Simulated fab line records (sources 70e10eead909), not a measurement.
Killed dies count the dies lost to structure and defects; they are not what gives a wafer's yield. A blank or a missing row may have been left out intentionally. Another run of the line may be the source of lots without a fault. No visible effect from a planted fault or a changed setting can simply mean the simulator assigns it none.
Comparing a struck lot with a sound one + flow nand_harc + 25 out of 1302 route steps
Sound: the wafers L777.2, L777.3, L777.4. Struck: wafers L770.3, L770.5, L770.6. At the end, the cause is stated.
For every step that has rows: the tool of each side, followed by ch and its chambers, followed by its first start. Under that, the readings that differ: sound wafers + struck wafers + difference of the means + sigmas: that difference in standard deviations of wafers without a fault.
alike: same words and numbers on both sides, and readings whose means sit less than 2 such deviations apart. not compared: any withheld reading, any reading some wafer has no value for, any bound like >300 that may hide the same value, and any number with overlapping values for which the record gives no deviation.
A row with sigmas, a row that says differs or no value, or rows on one side alone: a step with any of these is where the two part. Non-overlapping numbers with no deviation appear without sigmas and do not part them. A reading missing from all wafers of one side parts the sides only when that side holds two or more wafers.

NHARC_A_BLC_STRIP_29: strips in CF4.
  sound on rie_diel-13 ch 0,2,3, day 28 04:24; struck on rie_diel-13 ch 0,1,2, day 25 19:46
  alike: drypump_motor_current_A, oes_product_au, rf_vpp_V, showerhead_plenum_p_Torr, throttle_valve_pct
  not compared: rf_hours_counter_h
then, 4 steps without rows for these wafers: NHARC_A_BLC_STRIP_21 (strips in O2); NHARC_A_BLC_STRIP_22 (strips in post etch residue remover, time 600 s); NHARC_A_BLC_DEGAS_30 (time 60 s); NHARC_A_BLC_PRE_CLEAN_31 (time 15 s).
NHARC_A_BLC_PVD_32: deposits Ti, target thk 5 nm, time 17.7 s.
  sound on pvd_sputter-01; struck on pvd_sputter-03
  alike: throttle_valve_pct
NHARC_A_BLC_ALD_23: deposits TiN, target thk 3 nm, pulse time 1 s, ald cycles 150.
  sound on ald_metal-04 ch 1,2,3, day 28 05:12; struck on ald_metal-04 ch 1,2,3, day 25 20:34
  alike: heater_power_outer_w, heater_power_w, precursor_pulse_height_rel, susceptor_temp_C
  not compared: since_wet_clean_h
NHARC_A_BLC_CVD_24: deposits W, target thk 150 nm, time 434 s.
  sound on cvd_w-02 ch 0,1; struck on cvd_w-02 ch 0,1
| reading              | sound | struck               | difference                   | sigmas |
|----------------------|-------|----------------------|------------------------------|--------|
| susceptor_temp_C (C) | - - - | 300.22 299.75 300.49 | no value on the sound wafers |        |
  alike: heater_power_outer_w, heater_power_w, throttle_valve_pct
  not compared: since_wet_clean_h
NHARC_A_BLC_CMP_25: polishes, t overpolish 30 s, target thk 150 nm.
  sound on cmp-03 ch 1,2,3, day 28 05:57; struck on cmp-01 ch 0,3, day 25 21:15
  alike: motor_current_A, overpolish_run_s, time_to_endpoint_s
  not compared: pad_life_wafers
following that, these wafers have no rows for 1 step: NHARC_A_BLC_SRD_27.
NHARC_A_BLC_INSPECT_28:
  sound on defect_inspect-01, day 28 06:20; struck on defect_inspect-01, day 25 21:40
  alike: raw_defect_count
NHARC_A_M0_DEP_00: deposits SiOC, target thk 150 nm.
  sound on pecvd-02 ch 0,1, day 28 06:45; struck on pecvd-03 ch 1,2, day 25 21:44
  not compared: since_wet_clean_h
then, 9 steps without rows for these wafers: NHARC_A_M0_DEHYDRATE_01 (time 120 s); NHARC_A_M0_HMDS_02 (time 30 s); NHARC_A_M0_COAT_33 (time 65 s); NHARC_A_M0_COAT_03 (resist thk 90 nm); NHARC_A_M0_SOFTBAKE_04 (time 55 s); NHARC_A_M0_EBR_05; NHARC_A_M0_EXPOSE_06 (exposes mask A M0, target cd 80 nm); NHARC_A_M0_PEB_07 (peb time 65 s); NHARC_A_M0_DEVELOP_08 (develop time 35 s).
NHARC_A_M0_CD_MEAS_09: target cd 80 nm.
  sound on cd_sem-03 ch 0, day 28 07:40; struck on cd_sem-03 ch 0, day 25 22:34
  alike: cd_nm
NHARC_A_M0_OVL_MEAS_10: pitch 160 nm.
  sound on overlay-02, day 28 07:45; struck on overlay-01, day 25 22:40
| reading           | sound       | struck         | difference | sigmas |
|-------------------|-------------|----------------|------------|--------|
| overlay_x_nm (nm) | 1.1 0.8 0.9 | -1.2 -0.9 -0.8 | -1.9       | -3     |
  alike: overlay_y_nm
NHARC_A_M0_INSPECT_11:
  sound on defect_inspect-02, day 28 07:47; struck on defect_inspect-02, day 25 22:52
| reading          | sound    | struck      | difference | sigmas |
|------------------|----------|-------------|------------|--------|
| raw_defect_count | 75 68 69 | 855 857 889 | +796       | +27    |
  not compared: hold
-- the record jumps here: 6 days lie between the struck wafers' starts before and after (it left off in module A_M0 and takes up again in module END, whose first step shown is number 1302 of the route) --
NHARC_END_SORT_01:
  sound on prober-01 ch 0, day 33 07:03; struck on prober-02 ch 0, day 32 03:07
| reading                  | sound          | struck         | difference | sigmas |
|--------------------------|----------------|----------------|------------|--------|
| defect_limited_yield (%) | 91.9 93.5 91.3 | 81.2 80.6 85.7 | -9.7       | -4     |
| killed_at_array          | 46 42 51       | 123 129 91     | +68        | +5     |
| killed_dies              | 55 44 59       | 127 131 97     | +66        | +4     |
| sort_bin_2_pct (%)       | 2.8 2.1 3.0    | 8.4 7.2 6.1    | +4.6       | +4     |
| sort_bin_3_pct (%)       | 0.4 0.4 0.9    | 4.6 4.7 3.1    | +3.6       | +10    |
| sort_n_pass              | 622 633 618    | 550 546 580    | -66        | -4     |
| sort_yield_pct (%)       | 91.9 93.5 91.3 | 81.2 80.6 85.7 | -9.7       | -4     |
  alike: killed_at_other, killed_at_periphery, killed_open, killed_short, sort_bin_4_pct, sort_rim_yield_pct

## WHERE THEY PART
First at NHARC_A_BLC_CVD_24; last, within this record, at NHARC_END_SORT_01.

WHY: the cause the simulator had injected
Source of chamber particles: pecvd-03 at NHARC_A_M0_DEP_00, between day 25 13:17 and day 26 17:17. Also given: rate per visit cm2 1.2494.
